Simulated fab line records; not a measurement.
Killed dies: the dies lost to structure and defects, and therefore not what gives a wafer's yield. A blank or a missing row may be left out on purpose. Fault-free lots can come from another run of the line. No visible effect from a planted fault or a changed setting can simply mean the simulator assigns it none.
Matching of chambers || flow n5_finfet || 4 sister chambers for N5_BEOL_M4_ETCHBACK_99 on rie_diel-01
The step etches SiO2 in CHF3, target depth 5 nm, time 10.4 s. 20 wafers are shown with their chamber, then 10 later ones without.

## WAFERS, EACH WITH ITS CHAMBER
{"wafer": "L074.1", "chamber": 3, "throttle_valve_pct (%)": 16.70, "showerhead_plenum_p_Torr (Torr)": 2.09, "drypump_motor_current_A (A)": 5.4}
{"wafer": "L074.4", "chamber": 2, "throttle_valve_pct (%)": 16.82, "showerhead_plenum_p_Torr (Torr)": 2.07, "drypump_motor_current_A (A)": 5.2}
{"wafer": "L074.5", "chamber": 1, "throttle_valve_pct (%)": 17.22, "showerhead_plenum_p_Torr (Torr)": 2.14, "drypump_motor_current_A (A)": 5.6}
{"wafer": "L078.2", "chamber": 0, "throttle_valve_pct (%)": 17.52, "showerhead_plenum_p_Torr (Torr)": 2.13, "drypump_motor_current_A (A)": 6.1}
{"wafer": "L078.4", "chamber": 3, "throttle_valve_pct (%)": 16.72, "showerhead_plenum_p_Torr (Torr)": 2.08, "drypump_motor_current_A (A)": 5.4}
{"wafer": "L078.6", "chamber": 1, "throttle_valve_pct (%)": 17.25, "showerhead_plenum_p_Torr (Torr)": 2.13, "drypump_motor_current_A (A)": 5.6}
{"wafer": "L079.3", "chamber": 3, "throttle_valve_pct (%)": 16.71, "showerhead_plenum_p_Torr (Torr)": 2.08, "drypump_motor_current_A (A)": 5.3}
{"wafer": "L079.4", "chamber": 0, "throttle_valve_pct (%)": 17.54, "showerhead_plenum_p_Torr (Torr)": 2.13, "drypump_motor_current_A (A)": 6.2}
{"wafer": "L079.6", "chamber": 3, "throttle_valve_pct (%)": 16.72, "showerhead_plenum_p_Torr (Torr)": 2.08, "drypump_motor_current_A (A)": 5.3}
{"wafer": "L081.2", "chamber": 1, "throttle_valve_pct (%)": 17.26, "showerhead_plenum_p_Torr (Torr)": 2.13, "drypump_motor_current_A (A)": 5.6}
{"wafer": "L081.3", "chamber": 0, "throttle_valve_pct (%)": 17.52, "showerhead_plenum_p_Torr (Torr)": 2.13, "drypump_motor_current_A (A)": 6.2}
{"wafer": "L081.4", "chamber": 3, "throttle_valve_pct (%)": 16.72, "showerhead_plenum_p_Torr (Torr)": 2.08, "drypump_motor_current_A (A)": 5.4}
{"wafer": "L082.2", "chamber": 0, "throttle_valve_pct (%)": 17.52, "showerhead_plenum_p_Torr (Torr)": 2.13, "drypump_motor_current_A (A)": 6.2}
{"wafer": "L082.4", "chamber": 1, "throttle_valve_pct (%)": 17.27, "showerhead_plenum_p_Torr (Torr)": 2.13, "drypump_motor_current_A (A)": 5.7}
{"wafer": "L082.6", "chamber": 1, "throttle_valve_pct (%)": 17.27, "showerhead_plenum_p_Torr (Torr)": 2.13, "drypump_motor_current_A (A)": 5.6}
{"wafer": "L084.2", "chamber": 1, "throttle_valve_pct (%)": 17.28, "showerhead_plenum_p_Torr (Torr)": 2.13, "drypump_motor_current_A (A)": 5.6}
{"wafer": "L084.4", "chamber": 2, "throttle_valve_pct (%)": 16.85, "showerhead_plenum_p_Torr (Torr)": 2.06, "drypump_motor_current_A (A)": 5.3}
{"wafer": "L084.5", "chamber": 2, "throttle_valve_pct (%)": 16.85, "showerhead_plenum_p_Torr (Torr)": 2.06, "drypump_motor_current_A (A)": 5.3}
{"wafer": "L085.1", "chamber": 1, "throttle_valve_pct (%)": 17.28, "showerhead_plenum_p_Torr (Torr)": 2.13, "drypump_motor_current_A (A)": 5.7}
{"wafer": "L085.3", "chamber": 0, "throttle_valve_pct (%)": 17.56, "showerhead_plenum_p_Torr (Torr)": 2.13, "drypump_motor_current_A (A)": 6.2}

SIGNATURES (means of the wafers above)
{"reading": "throttle_valve_pct", "chamber 0": 17.5320, "chamber 1": 17.2614, "chamber 2": 16.8400, "chamber 3": 16.7140, "scatter within a chamber": 0.0175}
{"reading": "showerhead_plenum_p_Torr", "chamber 0": 2.1300, "chamber 1": 2.1314, "chamber 2": 2.0633, "chamber 3": 2.0820, "scatter within a chamber": 0.00381}
{"reading": "drypump_motor_current_A", "chamber 0": 6.180, "chamber 1": 5.629, "chamber 2": 5.267, "chamber 3": 5.360, "scatter within a chamber": 0.0506}
Rule: a wafer's distance from a chamber is the root of the sum, over the readings, of the square of ((its reading less the chamber's mean) divided by the reading's scatter). If the next closest chamber is less than 2 further off than the closest, the wafer can't be placed; otherwise it belongs to the closest. The scatter is the square root of a quotient: the sum, over the shown wafers, of each reading's squared deviation from its chamber's mean, divided by wafers minus chambers.

## WAFERS WHOSE CHAMBER IS MISSING
{"wafer": "L085.5", "throttle_valve_pct (%)": 17.55, "showerhead_plenum_p_Torr (Torr)": 2.13, "drypump_motor_current_A (A)": 6.2}
{"wafer": "L088.1", "throttle_valve_pct (%)": 16.86, "showerhead_plenum_p_Torr (Torr)": 2.06, "drypump_motor_current_A (A)": 5.3}
{"wafer": "L088.4", "throttle_valve_pct (%)": 17.29, "showerhead_plenum_p_Torr (Torr)": 2.12, "drypump_motor_current_A (A)": 5.7}
{"wafer": "L088.6", "throttle_valve_pct (%)": 16.76, "showerhead_plenum_p_Torr (Torr)": 2.07, "drypump_motor_current_A (A)": 5.4}
{"wafer": "L093.1", "throttle_valve_pct (%)": 16.88, "showerhead_plenum_p_Torr (Torr)": 2.05, "drypump_motor_current_A (A)": 5.3}
{"wafer": "L093.3", "throttle_valve_pct (%)": 16.77, "showerhead_plenum_p_Torr (Torr)": 2.07, "drypump_motor_current_A (A)": 5.4}
{"wafer": "L093.4", "throttle_valve_pct (%)": 16.87, "showerhead_plenum_p_Torr (Torr)": 2.05, "drypump_motor_current_A (A)": 5.3}
{"wafer": "L092.1", "throttle_valve_pct (%)": 17.12, "showerhead_plenum_p_Torr (Torr)": 2.13, "drypump_motor_current_A (A)": 6.2}
{"wafer": "L092.2", "throttle_valve_pct (%)": 16.89, "showerhead_plenum_p_Torr (Torr)": 2.05, "drypump_motor_current_A (A)": 5.3}
{"wafer": "L092.4", "throttle_valve_pct (%)": 16.88, "showerhead_plenum_p_Torr (Torr)": 2.05, "drypump_motor_current_A (A)": 5.3}

## THE CHAMBER EACH PASSED THROUGH
{"wafer": "L085.5", "from the rows above": 0, "in truth": 0}
{"wafer": "L088.1", "from the rows above": 2, "in truth": 2}
{"wafer": "L088.4", "from the rows above": 1, "in truth": 1}
{"wafer": "L088.6", "from the rows above": "can't be placed: 3 or 2", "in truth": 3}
{"wafer": "L093.1", "from the rows above": 2, "in truth": 2}
{"wafer": "L093.3", "from the rows above": "can't be placed: 3 or 2", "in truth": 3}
{"wafer": "L093.4", "from the rows above": 2, "in truth": 2}
{"wafer": "L092.1", "from the rows above": 1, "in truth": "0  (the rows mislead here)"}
{"wafer": "L092.2", "from the rows above": 2, "in truth": 2}
{"wafer": "L092.4", "from the rows above": 2, "in truth": 2}
Correct placement for 7 of the 10. Unplaceable from these rows: 2, with the true chamber sitting among the candidates in 2. Number placed wrongly: 1.
